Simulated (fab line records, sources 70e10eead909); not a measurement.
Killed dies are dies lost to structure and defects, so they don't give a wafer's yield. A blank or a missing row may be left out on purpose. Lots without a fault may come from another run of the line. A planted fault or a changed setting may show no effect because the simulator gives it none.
Chamber matching | flow nand_harc | NHARC_A_STAIRCASE_ETCHBACK_157 on rie_diel-13: 4 sister chambers
The step etches the open film in CH3F/O2, target depth 90 nm, time 167.14 s. 8 wafers are shown with their chamber, then 8 later ones without.

WAFERS WITH THEIR CHAMBER
wafer  | chamber | drypump_motor_current_A (A) | showerhead_plenum_p_Torr (Torr)
L078.5 | 0       | 5.9                         | 2.60
L078.1 | 2       | 5.4                         | 2.35
L079.1 | 1       | 6.5                         | 2.64
L079.6 | 1       | 6.5                         | 2.64
L082.2 | 3       | 5.8                         | 2.64
L082.3 | 2       | 5.4                         | 2.35
L082.6 | 0       | 5.9                         | 2.59
L085.1 | 3       | 5.9                         | 2.63

WAFERS WITHOUT THEIR CHAMBER
wafer  | drypump_motor_current_A (A) | showerhead_plenum_p_Torr (Torr)
L085.2 | 5.4                         | 2.35
L085.6 | 5.9                         | 2.63
L088.1 | 5.9                         | 2.63
L088.2 | 5.9                         | 2.58
L088.3 | 5.4                         | 2.34
L092.1 | 6.5                         | 2.63
L092.3 | 5.9                         | 2.58
L092.6 | 5.9                         | 2.58

WHICH CHAMBER EACH WENT THROUGH
wafer  | from the rows above | in truth
L085.2 | 2                   | 2
L085.6 | 3                   | 3
L088.1 | 3                   | 3
L088.2 | 0                   | 0
L088.3 | 2                   | 2
L092.1 | 1                   | 1
L092.3 | 0                   | 0
L092.6 | 0                   | 0
Placed correctly: 8 of 8. Can't be placed from these rows: 0. Placed wrongly: 0.
How it was worked out, from the rows above alone: a wafer's distance from a chamber is the root of the sum, over the readings, of the square of ((its reading less the chamber's mean) divided by the reading's scatter). The wafer belongs to the nearest chamber; if the next one is less than 2 further off, it can't be placed. A chamber's mean is the mean of its shown wafers. The scatter: the root of (the sum of the squares of (reading less its chamber's mean) over the shown wafers, divided by (wafers less chambers)).
